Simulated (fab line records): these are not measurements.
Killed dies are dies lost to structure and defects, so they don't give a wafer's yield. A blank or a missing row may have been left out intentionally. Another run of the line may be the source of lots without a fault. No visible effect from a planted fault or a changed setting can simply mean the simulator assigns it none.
Matching of chambers -- flow nand-harc -- NHARC_P_GATE_DEP_103 on pecvd-02: 3 sister chambers
The step deposits SiON, target thk 30 nm. 16 wafers are shown with their chamber, then 8 later ones without.

## WAFERS WITH THEIR CHAMBER
wafer,chamber,heater-power-w (W)
L798.2,0,776
L798.4,2,770
L798.5,0,780
L799.3,1,667
L799.4,2,699
L799.5,2,697
L800.1,1,784
L800.4,2,734
L800.6,1,775
L802.1,2,833
L802.3,1,698
L802.5,0,843
L806.1,0,831
L806.2,2,726
L806.4,2,722
L813.1,0,811

SIGNATURES (means of the wafers above)
reading,chamber 0,chamber 1,chamber 2,scatter within a chamber
heater-power-w,808.20,731.00,740.14,45.7
Rule: for a wafer and a chamber, the distance is found by dividing, reading by reading, the gap between the wafer's reading and the chamber's mean by the reading's scatter, squaring, summing and taking the root. If the next closest chamber is less than 2 further off than the closest, the wafer can't be placed; otherwise it belongs to the closest. The scatter: take each reading less its chamber's mean, square it, sum over the shown wafers, divide by the number of wafers less the number of chambers, and take the root.

## WAFERS WITHOUT THEIR CHAMBER
wafer,heater-power-w (W)
L813.5,881
L813.6,794
L814.3,726
L814.5,756
L814.6,773
L815.2,795
L815.3,659
L815.4,675

## WHICH CHAMBER EACH ONE RAN IN
wafer,from the rows above,in truth
L813.5,can't be placed: 0 or 2 or 1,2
L813.6,can't be placed: 0 or 2 or 1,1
L814.3,can't be placed: 1 or 2 or 0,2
L814.5,can't be placed: 2 or 1 or 0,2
L814.6,can't be placed: 2 or 0 or 1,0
L815.2,can't be placed: 0 or 2 or 1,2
L815.3,can't be placed: 1 or 2 or 0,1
L815.4,can't be placed: 1 or 2 or 0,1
0 of 8 placed correctly. These rows do not allow placing 8 (true chamber among the candidates in 8). Wrongly placed: 0.
